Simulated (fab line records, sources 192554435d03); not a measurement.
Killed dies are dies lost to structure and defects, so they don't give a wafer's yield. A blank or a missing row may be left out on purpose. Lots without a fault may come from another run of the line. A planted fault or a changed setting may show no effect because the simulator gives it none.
One fault seen from 2 desks | flow n5_finfet | each desk has only its own numbers; what lay behind them comes last

THE TOOL OWNER'S DESK: rie_diel-03
The tool's own readings at N5_PASSIVATION_ETCH_54 (etches SiO2 in CHF3/O2, target depth 880 nm, time 440 s): means of the sampled wafers that have a number, for each lot that ran on this tool. A lot is out of limits, marked OUT, if its mean lies more than 4 standard deviations from the usual mean; the brackets give that distance.
Columns: A = bias_w at N5_PASSIVATION_ETCH_54, usual 169.9 W; B = drypump_motor_current_A at N5_PASSIVATION_ETCH_54, usual 5.9 A; C = oes_product_au at N5_PASSIVATION_ETCH_54, usual 0.82 a.u.; D = rf_vpp_V at N5_PASSIVATION_ETCH_54, usual 522 V; E = showerhead_plenum_p_Torr at N5_PASSIVATION_ETCH_54, usual 2.43 Torr; F = throttle_valve_pct at N5_PASSIVATION_ETCH_54, usual 18.66 %
lot  | first seen here | A               | B   | C    | D             | E    | F
L915 | day 12 14:56    | 170.3           | 6.4 | 0.75 | 528           | 2.31 | 18.63
L916 | day 13 02:02    | 169.9           | 6.2 | 0.75 | 526           | 2.37 | 18.63
L923 | day 14 18:36    | 170.5           | 6.1 | 0.90 | 521           | 2.39 | 18.52
L927 | day 15 20:17    | 197.6 (+58) OUT | 6.2 | 0.93 | 594 (+11) OUT | 2.46 | 18.57
L929 | day 16 16:58    | 197.5 (+57) OUT | 6.2 | 0.90 | 596 (+12) OUT | 2.45 | 18.40
This desk's finding: out of limits on L927, L929; first on L927, day 15 20:17 (bias_w at N5_PASSIVATION_ETCH_54). In limits: L915, L916, L923.

THE DEFECT DESK
What the inspections along the route counted, lot by lot: means of the sampled wafers that have a number. A lot is out of limits, marked OUT, if its mean lies more than 4 standard deviations from the usual mean; the brackets give that distance.
Columns: A = raw_defect_count at N5_PASSIVATION_INSPECT_57, usual 2.2
lot  | first seen here | A
L913 | day 12 06:18    | 2.0
L915 | day 12 18:04    | 1.3
L916 | day 13 05:10    | 2.7
L923 | day 14 21:44    | 3.3
L924 | day 15 02:10    | 0.7
L925 | day 15 15:46    | 3.0
L927 | day 15 23:25    | 2.0
L929 | day 16 20:05    | 2.0
L932 | day 17 22:29    | 1.3
L934 | day 18 14:41    | 2.0
This desk's finding: nothing out of limits on any of the 10 lots.

PUT TOGETHER
The tool owner's desk could have raised an alarm at day 15 20:17, on L927, L929.
The defect desk saw nothing out of limits.
The defect desk has L927, L929 on record, within its limits.
Of the lots named, all ran N5_PASSIVATION_ETCH_54 on rie_diel-03.

WHAT THE SIMULATOR HAD PUT IN
Process parameter drift: rie_diel-03, from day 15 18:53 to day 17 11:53, at N5_PASSIVATION_ETCH_54. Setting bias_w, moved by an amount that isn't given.
Lots struck among those shown: L927, L929.
Hours from the fault's start to each desk's first reading out of limits: the tool owner's desk, 1.
